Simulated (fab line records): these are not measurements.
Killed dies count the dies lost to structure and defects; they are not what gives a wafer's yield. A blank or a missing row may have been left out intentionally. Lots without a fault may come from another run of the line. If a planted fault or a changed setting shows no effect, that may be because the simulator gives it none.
fab line records || flow n5_finfet
record: {"lots": 5, "wafers": 15, "last_day": 16}
route steps=1938 shown SDB@359 BEOL_M4@1111 PASSIVATION@1936
lots untouched by any fault: they come from a run of this same line in which no faults occurred
start_h: start of the lot's first displayed wafer, in hours after the record's first day || wait_h: hours elapsed since this lot's preceding step || " same as the row above || L1.1+2: several wafers, shown together as one row || - no value, or no start given || * or withheld: withheld || < > ~ a bound
route shown NAME@n: NAME is a module with steps in the file, n the number in the route of the first one || usual: average and standard deviation across the fault-free wafers || same: alike in all rows || chamber/n: place in a boat || sites: readings site by site || _std_site: standard deviation of those values || _edge_site: inner sites' mean taken away from outer sites' mean || radius_mm: how far each site lies from the wafer's centre || mask NAME#n: copy n || behind: the last tool/chamber to shape the wafer || hold: reason for holding the lot/hours on hold/outcome of the hold || device: the n, p or np transistor that did not switch || end of line: the same wafers' tests at the end of the route || where a step has no rows: the recipe by itself || killed: the dies lost at the first sort to structure and to defects; this is not the yield of the wafer || map: dies across one wafer; x = killed, . = not, _ = none there
set.NAME: setting as actually run; set.NAME@STEP: the setting as run at that earlier step || model.NAME: the simulator's own value behind a step, which no gauge read
lots at selected steps of the route; one table per step, one row per wafer
services: when a tool's chamber went out of use (start_h, in hours from the record's first day, below 0 if earlier), for how many hours, and the reason
== steps ==
step: N5_SDB_DESCUM_16
recipe: {"chemistry": "O2", "time_s": 7.9, "source_power_w": 50, "bias_power_w": 20, "pressure_mtorr": 20, "rf_frequency_hz": 2.712e+07, "temp_c": 40, "resist": "CAR-ArF", "o2_flow_sccm": 225}
step: N5_SDB_ETCH_17
recipe: {"chemistry": "CF4", "target": "SiARC", "target_depth_a": 234, "mask_material": "CAR-ArF", "time_s": 39, "ion_energy_ev": 80, "pressure_mtorr": 40, "source_w": 545, "bias_w": 36, "Ar_flow_sccm": 100, "cf4_flow_sccm": 100, "ends": "cleared"}
step: N5_SDB_ETCH_18
recipe: {"chemistry": "N2/H2", "target": "SOC", "target_depth_a": 1000, "overetch_a": 200, "mask_material": "SiARC", "temp_c": 40, "time_s": 150, "ion_energy_ev": 200, "pressure_mtorr": 30, "source_w": 840, "bias_w": 150, "n2_flow_sccm": 200, "h2_flow_sccm": 200}
step: N5_SDB_STRIP_19
recipe: {"chemistry": "N2/H2", "temp_c": 40, "n2_flow_sccm": 200, "h2_flow_sccm": 200, "rf_frequency_hz": 6e+07}
step: N5_SDB_STRIP_21
recipe: {"chemistry": "CF4", "resist": "SiARC", "power_w": 300, "bias_power_w": 75, "pressure_mtorr": 50, "cf4_flow_sccm": 150, "rf_frequency_hz": 6e+07}
step: N5_SDB_HM_OPEN_20
recipe: {"chemistry": "CH3F/O2", "target": "SiNx", "mask_material": "SOC", "target_depth_a": 240, "stop_on": "poly-Si", "over_etch_frac": 0.4, "ion_energy_ev": 120, "pressure_mtorr": 30, "source_w": 395, "bias_w": 73, "Ar_flow_sccm": 150, "CH3F_flow_sccm": 30, "O2_flow_sccm": 20}
step: N5_SDB_STRIP_22
recipe: {"chemistry": "N2/H2", "power_w": 1000, "temp_c": 250, "h2_frac": 0.65, "overash_fraction": 0.3, "pressure_mtorr": "withheld", "n2_flow_sccm": 1750, "h2_flow_sccm": 3250}
step: N5_SDB_PRECLEAN_23
recipe: {"chemistry": "dHF", "time_s": 30, "temp_c": 25, "dilution": "withheld"}
step: N5_SDB_DUMMY_REMOVE_24
recipe: {"chemistry": "TMAH", "temp_c": 70, "target": "poly-Si", "stop_on": "SiO2", "target_depth_nm": 142, "conc_wt_pct": 5, "time_s": 57, "dry": "ipa_marangoni", "rinse_time_s": 30, "rinse_temp_c": 23}
step: N5_SDB_ETCH_25
recipe: {"chemistry": "C4F6/O2", "target": "SiO2", "target_depth_a": 100, "time_s": 3.3, "ion_energy_ev": 250, "mask_material": "SiNx", "pressure_mtorr": 30, "source_w": 345, "bias_w": 185, "Ar_flow_sccm": 300, "C4F6_flow_sccm": 10, "O2_flow_sccm": 10}
step: N5_SDB_CUT_ETCH_26
recipe: {"chemistry": "HBr/Cl2/O2", "target": "Si", "target_depth_a": 1296, "bt_time_s": 20, "mask_material": "SiNx", "time_s": 51.8, "ion_energy_ev": "*", "bias_w": "*", "pressure_mtorr": 10, "icp_w": 800, "HBr_flow_sccm": 150, "Cl2_flow_sccm": 80, "O2_flow_sccm": 12}
usual: {"bias_w": "*", "drypump_motor_current_A": "5.8/0.39", "oes_product_au": "0.999/0.019", "throttle_valve_pct": "37.2/0.38"}
{"lot.wafer": "L705.1", "tool": "rie_si-04", "chamber": 1, "start_h": 90.44, "wait_h": 0.1, "bias_w": "*", "drypump_motor_current_A": 5.8, "oes_product_au": 0.972, "rf_hours_counter_h": 49, "throttle_valve_pct": 37.4, "model.SDB.feature_depth_nm": 130.4, "model.etch.depth_nm": 130.3, "model.SiNx_of_SDB_HM_DEP_00.thk_nm": 21.4}
{"lot.wafer": "L705.3", "tool": "rie_si-04", "chamber": 0, "start_h": 90.44, "wait_h": 0.1, "bias_w": "*", "drypump_motor_current_A": 6.0, "oes_product_au": 0.982, "rf_hours_counter_h": 125, "throttle_valve_pct": 37.4, "model.SDB.feature_depth_nm": 128.2, "model.etch.depth_nm": 128.2, "model.SiNx_of_SDB_HM_DEP_00.thk_nm": 22}
{"lot.wafer": "L705.4", "tool": "rie_si-04", "chamber": 2, "start_h": 90.44, "wait_h": 0.1, "bias_w": "*", "drypump_motor_current_A": 6.0, "oes_product_au": 1.027, "rf_hours_counter_h": 50, "throttle_valve_pct": 37.8, "model.SDB.feature_depth_nm": 129.6, "model.etch.depth_nm": 129.7, "model.SiNx_of_SDB_HM_DEP_00.thk_nm": 22.2}
{"lot.wafer": "L711.1", "tool": "rie_si-04", "chamber": 1, "start_h": 128.64, "wait_h": 0.1, "bias_w": "*", "drypump_motor_current_A": 5.9, "oes_product_au": 0.964, "rf_hours_counter_h": 50, "throttle_valve_pct": 37.4, "model.SDB.feature_depth_nm": 131.8, "model.etch.depth_nm": 131.8, "model.SiNx_of_SDB_HM_DEP_00.thk_nm": 21.6}
{"lot.wafer": "L711.2", "tool": "rie_si-04", "chamber": 0, "start_h": 128.64, "wait_h": 0.1, "bias_w": "*", "drypump_motor_current_A": 5.9, "oes_product_au": 0.985, "rf_hours_counter_h": 126, "throttle_valve_pct": 37.4, "model.SDB.feature_depth_nm": 133, "model.etch.depth_nm": 132.9, "model.SiNx_of_SDB_HM_DEP_00.thk_nm": 20.4}
{"lot.wafer": "L711.5", "tool": "rie_si-04", "chamber": 3, "start_h": 128.64, "wait_h": 0.1, "bias_w": "*", "drypump_motor_current_A": 5.9, "oes_product_au": 0.993, "rf_hours_counter_h": "-", "throttle_valve_pct": 36.5, "model.SDB.feature_depth_nm": 129, "model.etch.depth_nm": 129, "model.SiNx_of_SDB_HM_DEP_00.thk_nm": 23.6}
{"lot.wafer": "L712.1", "tool": "rie_si-04", "chamber": 3, "start_h": 132.65, "wait_h": 0.1, "bias_w": "*", "drypump_motor_current_A": 5.9, "oes_product_au": 0.994, "rf_hours_counter_h": 196, "throttle_valve_pct": 36.5, "model.SDB.feature_depth_nm": 129, "model.etch.depth_nm": 129, "model.SiNx_of_SDB_HM_DEP_00.thk_nm": 21.2}
{"lot.wafer": "L712.3", "tool": "rie_si-04", "chamber": 0, "start_h": 132.65, "wait_h": 0.1, "bias_w": "*", "drypump_motor_current_A": 5.9, "oes_product_au": 0.982, "rf_hours_counter_h": 126, "throttle_valve_pct": 37.4, "model.SDB.feature_depth_nm": 132.6, "model.etch.depth_nm": 132.6, "model.SiNx_of_SDB_HM_DEP_00.thk_nm": 19}
{"lot.wafer": "L712.5", "tool": "rie_si-04", "chamber": 2, "start_h": 132.65, "wait_h": 0.1, "bias_w": "*", "drypump_motor_current_A": 6.0, "oes_product_au": 1.030, "rf_hours_counter_h": "-", "throttle_valve_pct": 37.8, "model.SDB.feature_depth_nm": 130.4, "model.etch.depth_nm": 130.5, "model.SiNx_of_SDB_HM_DEP_00.thk_nm": 21.8}
{"lot.wafer": "L713.3", "tool": "rie_si-04", "chamber": 1, "start_h": 140.15, "wait_h": 0.1, "bias_w": "*", "drypump_motor_current_A": 5.9, "oes_product_au": 0.972, "rf_hours_counter_h": 50, "throttle_valve_pct": 37.5, "model.SDB.feature_depth_nm": 130.4, "model.etch.depth_nm": 130.4, "model.SiNx_of_SDB_HM_DEP_00.thk_nm": 20}
{"lot.wafer": "L713.5", "tool": "rie_si-04", "chamber": 0, "start_h": 140.15, "wait_h": 0.1, "bias_w": "*", "drypump_motor_current_A": 5.9, "oes_product_au": 0.989, "rf_hours_counter_h": "-", "throttle_valve_pct": 37.4, "model.SDB.feature_depth_nm": 133.4, "model.etch.depth_nm": 133.5, "model.SiNx_of_SDB_HM_DEP_00.thk_nm": 19.6}
{"lot.wafer": "L713.6", "tool": "rie_si-04", "chamber": 2, "start_h": 140.15, "wait_h": 0.1, "bias_w": "*", "drypump_motor_current_A": 6.1, "oes_product_au": 1.028, "rf_hours_counter_h": "-", "throttle_valve_pct": 37.8, "model.SDB.feature_depth_nm": 129.2, "model.etch.depth_nm": 129.2, "model.SiNx_of_SDB_HM_DEP_00.thk_nm": 22}
{"lot.wafer": "L722.1", "tool": "rie_si-03", "chamber": 2, "start_h": 193.42, "wait_h": 0.1, "bias_w": "*", "drypump_motor_current_A": 6.0, "oes_product_au": 1.009, "rf_hours_counter_h": 6, "throttle_valve_pct": 36.9, "model.SDB.feature_depth_nm": 132.4, "model.etch.depth_nm": 132.3, "model.SiNx_of_SDB_HM_DEP_00.thk_nm": 21}
{"lot.wafer": "L722.4", "tool": "rie_si-03", "chamber": 3, "start_h": 193.42, "wait_h": 0.1, "bias_w": "*", "drypump_motor_current_A": 5.9, "oes_product_au": 1.002, "rf_hours_counter_h": 78, "throttle_valve_pct": 37.1, "model.SDB.feature_depth_nm": 126.6, "model.etch.depth_nm": 126.7, "model.SiNx_of_SDB_HM_DEP_00.thk_nm": 22}
{"lot.wafer": "L722.5", "tool": "rie_si-03", "chamber": 0, "start_h": 193.42, "wait_h": 0.1, "bias_w": "*", "drypump_motor_current_A": 6.2, "oes_product_au": 1.013, "rf_hours_counter_h": "-", "throttle_valve_pct": 36.8, "model.SDB.feature_depth_nm": 132.4, "model.etch.depth_nm": 132.5, "model.SiNx_of_SDB_HM_DEP_00.thk_nm": 21.6}
step: N5_SDB_PRECLEAN_38
recipe: {"chemistry": "dHF", "time_s": 10, "dilution": "750:1", "temp_c": 25}
{"lot.wafer": "L705.1", "tool": "wet_bench-01", "chamber": 3, "start_h": 90.55, "wait_h": 0.1, "model.SiNx_of_SDB_HM_DEP_00.thk_nm": 21.4}
{"lot.wafer": "L705.3", "tool": "wet_bench-01", "chamber": 7, "start_h": 90.55, "wait_h": 0.1, "model.SiNx_of_SDB_HM_DEP_00.thk_nm": 21.8}
{"lot.wafer": "L705.4", "tool": "wet_bench-01", "chamber": 4, "start_h": 90.55, "wait_h": 0.1, "model.SiNx_of_SDB_HM_DEP_00.thk_nm": 22.2}
{"lot.wafer": "L711.1", "tool": "wet_bench-03", "chamber": 2, "start_h": 128.76, "wait_h": 0.1, "model.SiNx_of_SDB_HM_DEP_00.thk_nm": 21.6}
{"lot.wafer": "L711.2", "tool": "wet_bench-03", "chamber": 6, "start_h": 128.76, "wait_h": 0.1, "model.SiNx_of_SDB_HM_DEP_00.thk_nm": 20.4}
{"lot.wafer": "L711.5", "tool": "wet_bench-03", "chamber": 5, "start_h": 128.76, "wait_h": 0.1, "model.SiNx_of_SDB_HM_DEP_00.thk_nm": 23.4}
{"lot.wafer": "L712.1", "tool": "wet_bench-01", "chamber": 7, "start_h": 132.76, "wait_h": 0.1, "model.SiNx_of_SDB_HM_DEP_00.thk_nm": 21.2}
{"lot.wafer": "L712.3", "tool": "wet_bench-01", "chamber": 6, "start_h": 132.76, "wait_h": 0.1, "model.SiNx_of_SDB_HM_DEP_00.thk_nm": 18.8}
{"lot.wafer": "L712.5", "tool": "wet_bench-01", "chamber": 1, "start_h": 132.76, "wait_h": 0.1, "model.SiNx_of_SDB_HM_DEP_00.thk_nm": 21.8}
{"lot.wafer": "L713.3", "tool": "wet_bench-01", "chamber": 4, "start_h": 140.27, "wait_h": 0.1, "model.SiNx_of_SDB_HM_DEP_00.thk_nm": 20}
{"lot.wafer": "L713.5", "tool": "wet_bench-01", "chamber": 0, "start_h": 140.27, "wait_h": 0.1, "model.SiNx_of_SDB_HM_DEP_00.thk_nm": 19.6}
{"lot.wafer": "L713.6", "tool": "wet_bench-01", "chamber": 1, "start_h": 140.27, "wait_h": 0.1, "model.SiNx_of_SDB_HM_DEP_00.thk_nm": 21.8}
{"lot.wafer": "L722.1", "tool": "wet_bench-03", "chamber": 3, "start_h": 193.54, "wait_h": 0.1, "model.SiNx_of_SDB_HM_DEP_00.thk_nm": 20.8}
{"lot.wafer": "L722.4", "tool": "wet_bench-03", "chamber": 4, "start_h": 193.54, "wait_h": 0.1, "model.SiNx_of_SDB_HM_DEP_00.thk_nm": 22}
{"lot.wafer": "L722.5", "tool": "wet_bench-03", "chamber": 5, "start_h": 193.54, "wait_h": 0.1, "model.SiNx_of_SDB_HM_DEP_00.thk_nm": 21.6}
step: N5_SDB_PRECLEAN_39
recipe: {"chemistry": "O3/DIW", "time_s": 45, "temp_c": 22, "o3_ppm": 10}
step: N5_BEOL_M4_RC_MEAS_101
usual: {"DIBL_N": "35.8/1.5", "DIBL_P": "35.9/1.8", "IOFF_N": "0.152/0.025", "IOFF_P": "0.21/0.031", "ION_N": "672/11", "ION_P": "462/7.4", "SS_N": "71.5/0.52", "SS_P": "73.2/0.54", "VT_N": "250/3", "VT_P": "-250/3.3"}
{"lot.wafer": "L705.1", "tool": "prober-01", "chamber": 0, "start_h": 199.61, "wait_h": 0.1, "DIBL_N[mV/V]": 35.4, "DIBL_P[mV/V]": 35.9, "IOFF_N[nA/um]": 0.139, "IOFF_P[nA/um]": 0.17, "ION_N[uA/um]": 662, "ION_P[uA/um]": 449, "SS_N[mV/dec]": 72.0, "SS_P[mV/dec]": 72.9, "VT_N[mV]": 251, "VT_P[mV]": -252}
{"lot.wafer": "L705.3", "tool": "prober-01", "chamber": 0, "start_h": 199.61, "wait_h": 0.1, "DIBL_N[mV/V]": 34.5, "DIBL_P[mV/V]": 35.5, "IOFF_N[nA/um]": 0.127, "IOFF_P[nA/um]": 0.16, "ION_N[uA/um]": 668, "ION_P[uA/um]": 452, "SS_N[mV/dec]": 70.7, "SS_P[mV/dec]": 72.8, "VT_N[mV]": 252, "VT_P[mV]": -254}
{"lot.wafer": "L705.4", "tool": "prober-01", "chamber": 0, "start_h": 199.61, "wait_h": 0.1, "DIBL_N[mV/V]": 35.1, "DIBL_P[mV/V]": 35.9, "IOFF_N[nA/um]": 0.136, "IOFF_P[nA/um]": 0.17, "ION_N[uA/um]": 664, "ION_P[uA/um]": 459, "SS_N[mV/dec]": 70.7, "SS_P[mV/dec]": 73.0, "VT_N[mV]": 250, "VT_P[mV]": -254}
{"lot.wafer": "L713.3", "tool": "prober-01", "chamber": 0, "start_h": 237.07, "wait_h": 0.3, "DIBL_N[mV/V]": 35.1, "DIBL_P[mV/V]": 35.8, "IOFF_N[nA/um]": 0.145, "IOFF_P[nA/um]": 0.19, "ION_N[uA/um]": 674, "ION_P[uA/um]": 462, "SS_N[mV/dec]": 71.6, "SS_P[mV/dec]": 74.0, "VT_N[mV]": 250, "VT_P[mV]": -249}
{"lot.wafer": "L713.5", "tool": "prober-01", "chamber": 0, "start_h": 237.07, "wait_h": 0.3, "DIBL_N[mV/V]": 34.8, "DIBL_P[mV/V]": 35.1, "IOFF_N[nA/um]": 0.134, "IOFF_P[nA/um]": 0.18, "ION_N[uA/um]": 676, "ION_P[uA/um]": 461, "SS_N[mV/dec]": 71.4, "SS_P[mV/dec]": 73.3, "VT_N[mV]": 252, "VT_P[mV]": -253}
{"lot.wafer": "L713.6", "tool": "prober-01", "chamber": 0, "start_h": 237.07, "wait_h": 0.3, "DIBL_N[mV/V]": 36.6, "DIBL_P[mV/V]": 37.9, "IOFF_N[nA/um]": 0.180, "IOFF_P[nA/um]": 0.22, "ION_N[uA/um]": 681, "ION_P[uA/um]": 470, "SS_N[mV/dec]": 71.3, "SS_P[mV/dec]": 74.0, "VT_N[mV]": 247, "VT_P[mV]": -252}
{"lot.wafer": "L711.1", "tool": "prober-01", "chamber": 0, "start_h": 239.21, "wait_h": 0.0, "DIBL_N[mV/V]": 37.3, "DIBL_P[mV/V]": 34.8, "IOFF_N[nA/um]": 0.157, "IOFF_P[nA/um]": 0.20, "ION_N[uA/um]": 658, "ION_P[uA/um]": 452, "SS_N[mV/dec]": 71.4, "SS_P[mV/dec]": 73.3, "VT_N[mV]": 251, "VT_P[mV]": -253}
{"lot.wafer": "L711.2", "tool": "prober-01", "chamber": 0, "start_h": 239.21, "wait_h": 0.0, "DIBL_N[mV/V]": 37.0, "DIBL_P[mV/V]": 34.5, "IOFF_N[nA/um]": 0.139, "IOFF_P[nA/um]": 0.20, "ION_N[uA/um]": 677, "ION_P[uA/um]": 461, "SS_N[mV/dec]": 71.0, "SS_P[mV/dec]": 74.2, "VT_N[mV]": 253, "VT_P[mV]": -250}
{"lot.wafer": "L711.5", "tool": "prober-01", "chamber": 0, "start_h": 239.21, "wait_h": 0.0, "DIBL_N[mV/V]": 36.4, "DIBL_P[mV/V]": 33.4, "IOFF_N[nA/um]": 0.132, "IOFF_P[nA/um]": 0.18, "ION_N[uA/um]": 666, "ION_P[uA/um]": 457, "SS_N[mV/dec]": 71.2, "SS_P[mV/dec]": 73.0, "VT_N[mV]": 252, "VT_P[mV]": -254}
{"lot.wafer": "L712.1", "tool": "prober-02", "chamber": 0, "start_h": 239.91, "wait_h": 0.0, "DIBL_N[mV/V]": 36.5, "DIBL_P[mV/V]": 35.2, "IOFF_N[nA/um]": 0.162, "IOFF_P[nA/um]": 0.21, "ION_N[uA/um]": 666, "ION_P[uA/um]": 460, "SS_N[mV/dec]": 70.8, "SS_P[mV/dec]": 73.9, "VT_N[mV]": 248, "VT_P[mV]": -250}
{"lot.wafer": "L712.3", "tool": "prober-02", "chamber": 0, "start_h": 239.91, "wait_h": 0.0, "DIBL_N[mV/V]": 38.4, "DIBL_P[mV/V]": 38.1, "IOFF_N[nA/um]": 0.206, "IOFF_P[nA/um]": 0.26, "ION_N[uA/um]": 677, "ION_P[uA/um]": 467, "SS_N[mV/dec]": 72.6, "SS_P[mV/dec]": 73.8, "VT_N[mV]": 246, "VT_P[mV]": -250}
{"lot.wafer": "L712.5", "tool": "prober-02", "chamber": 0, "start_h": 239.91, "wait_h": 0.0, "DIBL_N[mV/V]": 35.9, "DIBL_P[mV/V]": 34.5, "IOFF_N[nA/um]": 0.146, "IOFF_P[nA/um]": 0.20, "ION_N[uA/um]": 670, "ION_P[uA/um]": 460, "SS_N[mV/dec]": 71.6, "SS_P[mV/dec]": 73.1, "VT_N[mV]": 251, "VT_P[mV]": -251}
{"lot.wafer": "L722.1", "tool": "prober-02", "chamber": 0, "start_h": 300.36, "wait_h": 0.0, "DIBL_N[mV/V]": 34.1, "DIBL_P[mV/V]": 34.8, "IOFF_N[nA/um]": 0.141, "IOFF_P[nA/um]": 0.20, "ION_N[uA/um]": 655, "ION_P[uA/um]": 454, "SS_N[mV/dec]": 71.6, "SS_P[mV/dec]": 73.6, "VT_N[mV]": 250, "VT_P[mV]": -249}
{"lot.wafer": "L722.4", "tool": "prober-02", "chamber": 0, "start_h": 300.36, "wait_h": 0.0, "DIBL_N[mV/V]": 35.3, "DIBL_P[mV/V]": 36.5, "IOFF_N[nA/um]": 0.157, "IOFF_P[nA/um]": 0.22, "ION_N[uA/um]": 672, "ION_P[uA/um]": 467, "SS_N[mV/dec]": 71.7, "SS_P[mV/dec]": 73.4, "VT_N[mV]": 248, "VT_P[mV]": -248}
{"lot.wafer": "L722.5", "tool": "prober-02", "chamber": 0, "start_h": 300.36, "wait_h": 0.0, "DIBL_N[mV/V]": 37.5, "DIBL_P[mV/V]": 39.3, "IOFF_N[nA/um]": 0.206, "IOFF_P[nA/um]": 0.28, "ION_N[uA/um]": 681, "ION_P[uA/um]": 471, "SS_N[mV/dec]": 71.9, "SS_P[mV/dec]": 74.0, "VT_N[mV]": 247, "VT_P[mV]": -246}
step: N5_PASSIVATION_PROBE_49
usual: {"defect_limited_yield": "91.7/1.7", "killed_at_M0_to_M3": "34/10", "killed_at_M4_up": "13/5.1", "killed_at_contacts": "12/6.2", "killed_at_front_end": "36/12", "killed_at_other": "3.2/2.6", "killed_dies": "98/20", "killed_open": "65/13", "killed_short": "32/8.4", "sort_bin_5_function": "4.8/1.1", "sort_bin_6_memory": "3.2/0.74", "sort_n_pass": "1082/20", "sort_yield_pct": "91.7/1.7"}
same: {"gross_dies": 1180, "killed_at_back_side": 0, "sort_bin_4_leakage[%]": 0, "sort_bin_8_speed[%]": 0}
{"lot.wafer": "L705.1", "tool": "prober-02", "chamber": "-", "start_h": 307.36, "wait_h": 0.0, "defect_limited_yield[%]": 91.6, "killed_at_M0_to_M3": 27, "killed_at_M4_up": 11, "killed_at_contacts": 11, "killed_at_front_end": 47, "killed_at_other": 3, "killed_dies": 99, "killed_open": 75, "killed_short": 24, "sort_bin_5_function[%]": 5.5, "sort_bin_6_memory[%]": 2.7, "sort_n_pass": 1081, "sort_yield_pct[%]": 91.6}
{"lot.wafer": "L705.3", "tool": "prober-02", "chamber": "-", "start_h": 307.46, "wait_h": 0.1, "defect_limited_yield[%]": 91.2, "killed_at_M0_to_M3": 44, "killed_at_M4_up": 11, "killed_at_contacts": 10, "killed_at_front_end": 38, "killed_at_other": 1, "killed_dies": 104, "killed_open": 70, "killed_short": 33, "sort_bin_5_function[%]": 5.8, "sort_bin_6_memory[%]": 2.9, "sort_n_pass": 1076, "sort_yield_pct[%]": 91.2}
{"lot.wafer": "L705.4", "tool": "prober-02", "chamber": "-", "start_h": 307.51, "wait_h": 0.2, "defect_limited_yield[%]": 90.9, "killed_at_M0_to_M3": 42, "killed_at_M4_up": 11, "killed_at_contacts": 15, "killed_at_front_end": 35, "killed_at_other": 4, "killed_dies": 107, "killed_open": 70, "killed_short": 35, "sort_bin_5_function[%]": 5.7, "sort_bin_6_memory[%]": 3.1, "sort_n_pass": 1073, "sort_yield_pct[%]": 90.9}
{"lot.wafer": "L712.1", "tool": "prober-01", "chamber": "-", "start_h": 340.42, "wait_h": 0.0, "defect_limited_yield[%]": 92.8, "killed_at_M0_to_M3": 27, "killed_at_M4_up": 15, "killed_at_contacts": 14, "killed_at_front_end": 26, "killed_at_other": 3, "killed_dies": 85, "killed_open": 60, "killed_short": 24, "sort_bin_5_function[%]": 4.3, "sort_bin_6_memory[%]": 2.7, "sort_n_pass": 1095, "sort_yield_pct[%]": 92.8}
{"lot.wafer": "L712.3", "tool": "prober-01", "chamber": "-", "start_h": 340.52, "wait_h": 0.1, "defect_limited_yield[%]": 93.9, "killed_at_M0_to_M3": 24, "killed_at_M4_up": 18, "killed_at_contacts": 9, "killed_at_front_end": 21, "killed_at_other": 0, "killed_dies": 72, "killed_open": 48, "killed_short": 22, "sort_bin_5_function[%]": 2.7, "sort_bin_6_memory[%]": 3.1, "sort_n_pass": 1108, "sort_yield_pct[%]": 93.9}
{"lot.wafer": "L712.5", "tool": "prober-01", "chamber": "-", "start_h": 340.62, "wait_h": 0.2, "defect_limited_yield[%]": 91.2, "killed_at_M0_to_M3": 31, "killed_at_M4_up": 14, "killed_at_contacts": 14, "killed_at_front_end": 42, "killed_at_other": 3, "killed_dies": 104, "killed_open": 52, "killed_short": 43, "sort_bin_5_function[%]": 4.6, "sort_bin_6_memory[%]": 3.3, "sort_n_pass": 1076, "sort_yield_pct[%]": 91.2}
{"lot.wafer": "L722.1", "tool": "prober-02", "chamber": "-", "start_h": 395.40, "wait_h": 0.0, "defect_limited_yield[%]": 93.2, "killed_at_M0_to_M3": 43, "killed_at_M4_up": 12, "killed_at_contacts": 5, "killed_at_front_end": 20, "killed_at_other": 0, "killed_dies": 80, "killed_open": 54, "killed_short": 26, "sort_bin_5_function[%]": 3.7, "sort_bin_6_memory[%]": 2.8, "sort_n_pass": 1100, "sort_yield_pct[%]": 93.2}
{"lot.wafer": "L722.4", "tool": "prober-02", "chamber": "-", "start_h": 395.55, "wait_h": 0.2, "defect_limited_yield[%]": 92.6, "killed_at_M0_to_M3": 29, "killed_at_M4_up": 12, "killed_at_contacts": 16, "killed_at_front_end": 30, "killed_at_other": 0, "killed_dies": 87, "killed_open": 58, "killed_short": 28, "sort_bin_5_function[%]": 4.7, "sort_bin_6_memory[%]": 2.5, "sort_n_pass": 1093, "sort_yield_pct[%]": 92.6}
{"lot.wafer": "L722.5", "tool": "prober-02", "chamber": "-", "start_h": 395.60, "wait_h": 0.2, "defect_limited_yield[%]": 89.7, "killed_at_M0_to_M3": 32, "killed_at_M4_up": 24, "killed_at_contacts": 20, "killed_at_front_end": 41, "killed_at_other": 4, "killed_dies": 121, "killed_open": 77, "killed_short": 43, "sort_bin_5_function[%]": 6.4, "sort_bin_6_memory[%]": 3.6, "sort_n_pass": 1059, "sort_yield_pct[%]": 89.7}
killed by level:class
L705.1 STI_FIN_REVEAL:geometric_particle:open=11 MOL_CONTACT_COAG:geometric_particle:open=11 FIN_SAQP:geometric_particle:open=9 BEOL_M2:geometric_particle:open=7 BEOL_M0_SAQP:geometric_particle:short=7 GATE_CUT:geometric_particle:open=6 GATE_CUT:geometric_particle:short=6 STI_FIN_REVEAL:geometric_particle:short=5
L705.3 BEOL_M0_SAQP:geometric_particle:open=15 STI_FIN_REVEAL:geometric_particle:open=14 BEOL_M3:geometric_particle:open=11 BEOL_M0_SAQP:geometric_particle:short=11 MOL_CONTACT_COAG:geometric_particle:open=7 FIN_SAQP:geometric_particle:open=5 BEOL_M8:geometric_particle:open=5 GATE_CUT:geometric_particle:short=4
L705.4 MOL_CONTACT_COAG:geometric_particle:open=11 BEOL_M0_SAQP:geometric_particle:open=11 GATE_CUT:geometric_particle:short=10 FIN_SAQP:geometric_particle:open=6 BEOL_M1:geometric_particle:short=6 BEOL_M2:geometric_particle:open=6 BEOL_M3:geometric_particle:open=6 STI_FIN_REVEAL:geometric_particle:open=5
L712.1 MOL_CONTACT_COAG:geometric_particle:open=12 BEOL_M4:geometric_particle:open=10 BEOL_M0_SAQP:geometric_particle:open=7 STARTING-WAFER:geometric_particle:open=5 BEOL_M3:geometric_particle:short=5 FIN_SAQP:geometric_particle:open=4 BEOL_M0_SAQP:geometric_particle:short=4 FIN_CUT:geometric_particle:open=3
L712.3 BEOL_M4:geometric_particle:open=8 MOL_CONTACT_COAG:geometric_particle:open=6 BEOL_M4:geometric_particle:short=6 GATE_CUT:geometric_particle:open=5 BEOL_M0:geometric_particle:short=5 BEOL_M0:geometric_particle:open=5 BEOL_M1:geometric_particle:open=5 STI_FIN_REVEAL:geometric_particle:open=4
L712.5 BEOL_M0_SAQP:geometric_particle:short=12 MOL_CONTACT_COAG:geometric_particle:open=10 FIN_SAQP:geometric_particle:short=9 BEOL_M0_SAQP:geometric_particle:open=9 HKMG_FIN:area_etch=8 FIN_SAQP:geometric_particle:open=7 BEOL_M4:geometric_particle:open=5 MOL_CONTACT_COAG:geometric_particle:short=4
L722.1 BEOL_M2:geometric_particle:open=10 BEOL_M0_SAQP:geometric_particle:short=8 BEOL_M0_SAQP:geometric_particle:open=7 BEOL_M1:geometric_particle:open=5 BEOL_M3:geometric_particle:open=5 ILD0:geometric_particle:open=4 BEOL_M4:geometric_particle:open=4 FIN_SAQP:geometric_particle:open=3
L722.4 MOL_CONTACT_COAG:geometric_particle:open=13 FIN_SAQP:geometric_particle:open=8 BEOL_M3:geometric_particle:open=7 FIN_SAQP:geometric_particle:short=6 BEOL_M2:geometric_particle:open=6 BEOL_M1:geometric_particle:open=4 BEOL_M3:geometric_particle:short=4 BEOL_M0_SAQP:geometric_particle:short=3
L722.5 MOL_CONTACT_COAG:geometric_particle:open=15 BEOL_M4:geometric_particle:open=11 FIN_SAQP:geometric_particle:short=10 BEOL_M0_SAQP:geometric_particle:open=9 FIN_SAQP:geometric_particle:open=7 BEOL_M0_SAQP:geometric_particle:short=7 STI_FIN_REVEAL:geometric_particle:open=6 DUMMY_GATE:geometric_particle:open=5
== services ==
{"tool": "rie_si-03", "chamber": 2, "start_h": 75.40, "hours": 5.5, "kind": "repair"}
{"tool": "rie_si-03", "chamber": 2, "start_h": 98.76, "hours": 11.3, "kind": "repair"}
{"tool": "rie_si-04", "chamber": 3, "start_h": 139.61, "hours": "-", "kind": "clean"}
{"tool": "rie_si-04", "chamber": 3, "start_h": 139.61, "hours": 21.5, "kind": "scheduled_down"}
{"tool": "rie_si-04", "chamber": 3, "start_h": 139.61, "hours": 21.5, "kind": "vent_cycle"}
{"tool": "wet_bench-01", "chamber": "-", "start_h": 159.16, "hours": 4.4, "kind": "pm"}
{"tool": "rie_si-03", "chamber": 0, "start_h": 175.47, "hours": 5.9, "kind": "repair"}
== key ==
first_sign: {"step": "N5_SDB_CUT_ETCH_26", "reading": "bias_w", "direction": "up", "sigmas": 60, "usual": "*", "struck": "*"}
effect none on later readings
model_effect: {"step": "N5_SDB_CUT_ETCH_26", "value": "SDB.feature_depth_nm", "without": 127.7, "struck": 133}
model_effect: {"step": "N5_SDB_PRECLEAN_38", "value": "SiNx_of_SDB_HM_DEP_00.thk_nm", "without": 21.8, "struck": 19.6}
met_at N5_SDB_CUT_ETCH_26
struck_wafers L711.2,L712.3,L713.5
onset_between 90.44 128.64
fault: {"kind": "process_parameter_drift", "tool": "rie_si-04", "chamber": 0, "onset_h": 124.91, "steps": "N5_SDB_CUT_ETCH_26", "channel": "bias_w", "offset": "*", "shape": "step", "end_h": 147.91, "acts_in": "*", "stated": "*"}
